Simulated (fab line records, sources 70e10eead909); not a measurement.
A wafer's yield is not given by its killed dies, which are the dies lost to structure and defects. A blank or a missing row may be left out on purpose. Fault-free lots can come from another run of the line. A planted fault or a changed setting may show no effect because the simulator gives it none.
Comparing a struck lot with a sound one || flow nand harc || 15 out of 1302 route steps
Sound: these wafers, L304.2, L304.4, L304.5. Struck: wafer L310.2 (L310.3, L310.6, from the same lot, were not struck and are left out); the cause is given at the end.
Each step with rows lists, per side, the tool, then ch with its chambers, then its first start. Under that, the readings that differ: sound wafers || struck wafers || difference of the means || sigmas: that difference in standard deviations of wafers without a fault.
alike: a reading whose means differ by less than 2 such deviations, as well as words and numbers matching on both sides. not compared: withheld readings; readings where some wafer has no value; bounds like >300 that might hide an equal value; numbers whose values overlap and for which the record gives no deviation.
The two part at a step that has a row with sigmas, a row that says differs or no value, or rows on one side only. When numbers do not overlap yet have no deviation, they are printed without sigmas and do not part them. A reading that every wafer of one side lacks parts them only if that side has two wafers or more.

first, 3 steps without rows for these wafers: NHARC_A_CHANNEL_HOLE_D1_STRIP_41 (strips in N2/H2); NHARC_A_CHANNEL_HOLE_D1_STRIP_42 (strips in CF4/CHF3); NHARC_A_CHANNEL_HOLE_D1_STRIP_43 (strips in O2/COS).
NHARC_A_CHANNEL_HOLE_D1_ETCH_44: etches the open film in CF4/O2, target depth 140 nm, overetch 14 nm, time 77 s.
  sound on rie diel-10 ch 0,2, day 8 20:29; struck on rie diel-12 ch 0, day 11 14:16
{"reading": "drypump motor current A (A)", "sound": "5.1 5.5 5.1", "struck": 6.6, "difference": "+1.4", "sigmas": "+4"}
{"reading": "rf vpp V (V)", "sound": "198.0 200.2 199.6", "struck": 195.5, "difference": -3.8, "sigmas": -3}
  alike: cf4 flow sccm, oes product au, showerhead plenum p Torr, throttle valve pct
  not compared: rf hours counter h
NHARC_A_CHANNEL_HOLE_D1_STRIP_27: strips in O2.
  sound on rie diel-10 ch 0,1,2; struck on rie diel-12 ch 0
{"reading": "drypump motor current A (A)", "sound": "5.5 5.1 5.4", "struck": 6.6, "difference": "+1.3", "sigmas": "+4"}
  alike: oes product au, rf vpp V, showerhead plenum p Torr, throttle valve pct
  not compared: rf hours counter h
then, 2 steps without rows for these wafers: NHARC_A_CHANNEL_HOLE_D1_PRECLEAN_28 (cleans in SC1); NHARC_A_CHANNEL_HOLE_D1_SRD_29.
NHARC_A_CHANNEL_HOLE_D1_CD_MEAS_30:
  sound on cd sem-03 at day 8 21:17; struck on cd sem-02 at day 11 15:11
  alike: cd nm
NHARC_A_CHANNEL_HOLE_D1_XSEM_31:
  sound on xsem-01 ch 0, day 8 21:22; struck on xsem-02 ch 0, day 11 15:17
  alike: bot cd nm, bow nm, tilt deg
NHARC_A_CHANNEL_HOLE_D1_INSPECT_40:
  sound on defect inspect-01 at day 8 21:28; struck on defect inspect-01 at day 11 15:22
{"reading": "raw defect count", "sound": "42 28 42", "struck": 103, "difference": "+66", "sigmas": "+2"}
then, 2 steps without rows for these wafers: NHARC_A_CHANNEL_FILL_D1_PRECLEAN_00 (cleans in SC1); NHARC_A_CHANNEL_FILL_D1_SRD_01.
NHARC_A_CHANNEL_FILL_D1_ALD_02: deposits SiO2, target thk 6 nm, pulse time 10 s, ald cycles 60.
  sound on ald hk-04 ch 0,1,2, day 8 22:53; struck on ald hk-02 ch 3, day 11 16:35
{"reading": "susceptor temp C (C)", "sound": "299.80 300.06 300.07", "struck": 289.22, "difference": -10.76, "sigmas": -54}
  alike: heater power w, precursor pulse height rel
NHARC_A_CHANNEL_FILL_D1_ALD_03: deposits SiNx, target thk 6 nm, pulse time 60 s, ald cycles 58.
  sound on ald sin batch-02 ch 0; struck on ald sin batch-02 ch 0
  alike: precursor pulse height rel, susceptor temp C
NHARC_END_SORT_01:
  the record has rows for the sound wafers here (prober-01 ch 0, day 24 13:15) and none for the struck ones

WHERE THEY PART
Last at NHARC_END_SORT_01 as far as this record goes, first at NHARC_A_CHANNEL_HOLE_D1_ETCH_44.

WHY: what had been put in by the simulator
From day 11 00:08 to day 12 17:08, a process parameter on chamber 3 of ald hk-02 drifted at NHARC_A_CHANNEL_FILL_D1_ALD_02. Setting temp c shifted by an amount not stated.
